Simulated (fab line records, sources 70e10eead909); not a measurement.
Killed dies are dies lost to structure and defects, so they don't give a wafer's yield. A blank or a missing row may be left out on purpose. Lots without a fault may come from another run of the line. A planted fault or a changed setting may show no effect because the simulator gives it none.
Chamber matching | flow nand_harc | NHARC_A_CHANNEL_FILL_D1_ALD_14 on ald_hk-01: 4 sister chambers
The step deposits SiO2, target thk 2.5 nm, pulse time 10 s, ald cycles 25. 7 wafers are shown with their chamber, then 9 later ones without.

WAFERS WITH THEIR CHAMBER
wafer  | chamber | heater_power_w (W) | precursor_pulse_height_rel
L074.3 | 0       | 425                | 0.975
L079.2 | 1       | 564                | 0.995
L080.1 | 3       | 465                | 1.012
L080.6 | 2       | 463                | 1.011
L083.1 | 1       | 564                | 0.993
L083.2 | 2       | 468                | 1.027
L083.6 | 3       | 488                | 1.001

WAFERS WITHOUT THEIR CHAMBER
wafer  | heater_power_w (W) | precursor_pulse_height_rel
L087.1 | 608                | 0.980
L087.2 | 413                | 0.979
L087.4 | 473                | 0.994
L091.2 | 593                | 1.014
L091.3 | 487                | 0.974
L091.4 | 468                | 0.974
L094.1 | 597                | 0.987
L094.3 | 471                | 0.964
L094.6 | 472                | 1.033

WHICH CHAMBER EACH WENT THROUGH
wafer  | from the rows above          | in truth
L087.1 | 1                            | 1
L087.2 | 0                            | 0
L087.4 | can't be placed: 3 or 2      | 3
L091.2 | 1                            | 1
L091.3 | can't be placed: 3 or 2      | 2
L091.4 | can't be placed: 3 or 0 or 2 | 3
L094.1 | 1                            | 1
L094.3 | can't be placed: 0 or 3 or 2 | 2
L094.6 | can't be placed: 2 or 3      | 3
Placed correctly: 4 of 9. Can't be placed from these rows: 5 (the true chamber is among the candidates in 5). Placed wrongly: 0.
How it was worked out, from the rows above alone: a wafer's distance from a chamber is the root of the sum, over the readings, of the square of ((its reading less the chamber's mean) divided by the reading's scatter). The wafer belongs to the nearest chamber; if the next one is less than 2 further off, it can't be placed. A chamber's mean is the mean of its shown wafers. The scatter: the root of (the sum of the squares of (reading less its chamber's mean) over the shown wafers, divided by (wafers less chambers)).
